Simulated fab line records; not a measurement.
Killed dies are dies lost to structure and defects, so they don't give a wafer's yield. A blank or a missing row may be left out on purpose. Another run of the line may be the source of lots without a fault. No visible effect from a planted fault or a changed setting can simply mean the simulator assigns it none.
One fault seen from 3 desks -- flow n5-finfet -- numbers are kept per desk, each desk with only its own; the story behind them comes last

== AT THE METROLOGY DESK ==
Means of the sampled wafers that have a number, per lot and without regard to the tool the lot ran on: this is what the gauges read. A lot is out of limits, marked OUT, if its mean lies more than 4 standard deviations from the usual mean; the brackets give that distance. 7 of its 12 readings are shown, namely those furthest out on some lot.
Columns: A = cd-nm at N5_SD_EPI_P_CD_MEAS_09, usual 240.2 nm; B = SD_P_BLK_OVL at N5_SD_EPI_P_OVL_MEAS_10, usual 0.2 nm; C = DIBL_N at N5_BEOL_M4_RC_MEAS_101, usual 37.5 mV/V; D = ION_P at N5_BEOL_M4_RC_MEAS_101, usual 465 uA/um; E = SS_N at N5_BEOL_M4_RC_MEAS_101, usual 72.0 mV/dec; F = SS_P at N5_BEOL_M4_RC_MEAS_101, usual 73.7 mV/dec; G = VT_P at N5_BEOL_M4_RC_MEAS_101, usual -249 mV
lot,first seen here,A,B,C,D,E,F,G
L154,day 4 06:07,239.8,-1.5,39.2,473,72.2,74.8,-245
L160,day 5 23:02,240.2,-0.1,35.8,479,71.7,73.6,-246
L162,day 6 09:07,241.0,1.3,36.7,450,71.8,73.5,-253
L164,day 6 17:50,240.5,0.2,38.5,461,73.2,73.6,-250
L173,day 9 04:03,241.3,-0.2,33.6,468,71.8,72.7,-249
This desk's verdict: no lot among the 5 shows anything out of limits.

== AT THE TOOL OWNER'S DESK: rie-diel-06 ==
The tool's own readings at N5_SD_EPI_P_ETCHBACK_46 (etches SiNx in CH3F/O2, stops on SiO2, target depth 17.5 nm): means of the sampled wafers that have a number, for each lot that ran on this tool. A lot is out of limits, marked OUT, if its mean lies more than 4 standard deviations from the usual mean; the brackets give that distance.
Columns: A = drypump-motor-current-A at N5_SD_EPI_P_ETCHBACK_46, usual 5.5 A; B = mfc-ar-sccm at N5_SD_EPI_P_ETCHBACK_46, usual 149.9 sccm; C = oes_f_703_au at N5_SD_EPI_P_ETCHBACK_46, usual 0.78 a.u.; D = oes-product-au at N5_SD_EPI_P_ETCHBACK_46, usual 0.68 a.u.; E = rf-vpp-V at N5_SD_EPI_P_ETCHBACK_46, usual 304 V; F = showerhead-plenum-p-Torr at N5_SD_EPI_P_ETCHBACK_46, usual 2.01 Torr; G = throttle-valve-pct at N5_SD_EPI_P_ETCHBACK_46, usual 16.37 %
lot,first seen here,A,B,C,D,E,F,G
L160,day 5 23:32,5.5,150.2,0.84,0.71,298,2.01,16.48
L164,day 6 18:20,5.6,149.8,0.84,0.72,306,2.02,16.27
This desk's verdict: no lot among the 2 shows anything out of limits.

== THE DEFECT DESK ==
For each lot, the counts of the inspections along the route, averaged over the sampled wafers that have a number. A lot is out of limits, marked OUT, if its mean lies more than 4 standard deviations from the usual mean; the brackets give that distance.
Columns: A = raw-defect-count at N5_SD_EPI_P_INSPECT_11, usual 2.1
lot,first seen here,A
L154,day 4 06:10,3.0
L160,day 5 23:05,2.7
L162,day 6 09:10,1.7
L164,day 6 17:53,2.0
L173,day 9 04:07,3.7
This desk's verdict: no lot among the 5 shows anything out of limits.

== ALL TOGETHER ==
The metrology desk saw nothing out of limits.
The desk of the tool owner found nothing out of limits.
No out-of-limits result turned up at the defect desk.

== WHAT WAS PUT IN BY THE SIMULATOR ==
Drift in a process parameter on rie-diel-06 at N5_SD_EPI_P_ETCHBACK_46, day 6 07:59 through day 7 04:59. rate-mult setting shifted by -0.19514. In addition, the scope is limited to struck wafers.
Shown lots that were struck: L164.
